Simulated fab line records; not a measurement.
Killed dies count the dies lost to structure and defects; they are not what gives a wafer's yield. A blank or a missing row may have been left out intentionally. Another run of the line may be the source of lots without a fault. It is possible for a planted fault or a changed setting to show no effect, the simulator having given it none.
Matching of chambers / flow n5-finfet / N5_BEOL_M0_SAQP_SPACER1_ALD_98 on ald-sin-02 has 4 sister chambers
The step deposits SiO2, target thk 12.8 nm, pulse time 1 s, purge time 2 s. 20 wafers are shown with their chamber, then 10 later ones without.

WAFERS WITH THEIR CHAMBER
wafer=L074.1; chamber=1; heater-power-w (W)=563; precursor-pulse-height-rel=0.981
wafer=L074.3; chamber=3; heater-power-w (W)=461; precursor-pulse-height-rel=1.000
wafer=L074.5; chamber=0; heater-power-w (W)=497; precursor-pulse-height-rel=1.052
wafer=L077.3; chamber=0; heater-power-w (W)=486; precursor-pulse-height-rel=0.998
wafer=L077.4; chamber=3; heater-power-w (W)=466; precursor-pulse-height-rel=0.999
wafer=L077.6; chamber=1; heater-power-w (W)=580; precursor-pulse-height-rel=0.992
wafer=L082.2; chamber=3; heater-power-w (W)=468; precursor-pulse-height-rel=1.002
wafer=L082.4; chamber=1; heater-power-w (W)=570; precursor-pulse-height-rel=1.004
wafer=L082.6; chamber=1; heater-power-w (W)=583; precursor-pulse-height-rel=1.008
wafer=L081.3; chamber=0; heater-power-w (W)=492; precursor-pulse-height-rel=0.978
wafer=L081.5; chamber=0; heater-power-w (W)=500; precursor-pulse-height-rel=0.999
wafer=L081.6; chamber=3; heater-power-w (W)=482; precursor-pulse-height-rel=0.994
wafer=L083.1; chamber=2; heater-power-w (W)=504; precursor-pulse-height-rel=0.986
wafer=L083.2; chamber=1; heater-power-w (W)=566; precursor-pulse-height-rel=1.052
wafer=L083.6; chamber=3; heater-power-w (W)=464; precursor-pulse-height-rel=0.978
wafer=L089.1; chamber=2; heater-power-w (W)=509; precursor-pulse-height-rel=0.991
wafer=L089.2; chamber=1; heater-power-w (W)=551; precursor-pulse-height-rel=0.973
wafer=L089.5; chamber=0; heater-power-w (W)=503; precursor-pulse-height-rel=1.022
wafer=L091.1; chamber=0; heater-power-w (W)=501; precursor-pulse-height-rel=1.000
wafer=L091.3; chamber=2; heater-power-w (W)=508; precursor-pulse-height-rel=1.005

SIGNATURES (means of the wafers above)
reading=heater-power-w; chamber 0=496.50; chamber 1=568.83; chamber 2=507.00; chamber 3=468.20; scatter within a chamber=8.56
reading=precursor-pulse-height-rel; chamber 0=1.00817; chamber 1=1.00167; chamber 2=0.99400; chamber 3=0.99460; scatter within a chamber=0.022
Rule: a wafer lies at a distance from a chamber equal to the root of the sum of squares, over the readings, of (its reading less the chamber's mean, divided by the reading's scatter). If the next closest chamber is less than 2 further off than the closest, the wafer can't be placed; otherwise it belongs to the closest. The scatter: take each reading less its chamber's mean, square it, sum over the shown wafers, divide by the number of wafers less the number of chambers, and take the root.

WAFERS WHOSE CHAMBER IS MISSING
wafer=L091.5; heater-power-w (W)=475; precursor-pulse-height-rel=1.046
wafer=L093.2; heater-power-w (W)=515; precursor-pulse-height-rel=1.025
wafer=L093.4; heater-power-w (W)=540; precursor-pulse-height-rel=0.980
wafer=L093.6; heater-power-w (W)=501; precursor-pulse-height-rel=0.985
wafer=L095.1; heater-power-w (W)=473; precursor-pulse-height-rel=1.023
wafer=L095.5; heater-power-w (W)=549; precursor-pulse-height-rel=1.002
wafer=L095.6; heater-power-w (W)=500; precursor-pulse-height-rel=1.031
wafer=L096.3; heater-power-w (W)=510; precursor-pulse-height-rel=1.003
wafer=L096.4; heater-power-w (W)=503; precursor-pulse-height-rel=1.030
wafer=L096.5; heater-power-w (W)=519; precursor-pulse-height-rel=1.006

WHICH CHAMBER EACH WENT THROUGH
wafer=L091.5; from the rows above=can't be placed: 3 or 0 or 2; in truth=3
wafer=L093.2; from the rows above=can't be placed: 2 or 0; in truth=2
wafer=L093.4; from the rows above=can't be placed: 1 or 2 or 0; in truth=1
wafer=L093.6; from the rows above=can't be placed: 2 or 0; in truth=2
wafer=L095.1; from the rows above=can't be placed: 3 or 0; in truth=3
wafer=L095.5; from the rows above=1; in truth=1
wafer=L095.6; from the rows above=can't be placed: 0 or 2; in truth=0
wafer=L096.3; from the rows above=can't be placed: 2 or 0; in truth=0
wafer=L096.4; from the rows above=can't be placed: 0 or 2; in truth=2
wafer=L096.5; from the rows above=can't be placed: 2 or 0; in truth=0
Placed correctly: 1 of 10. Can't be placed from these rows: 9 (the true chamber is among the candidates in 9). Number placed wrongly: 0.
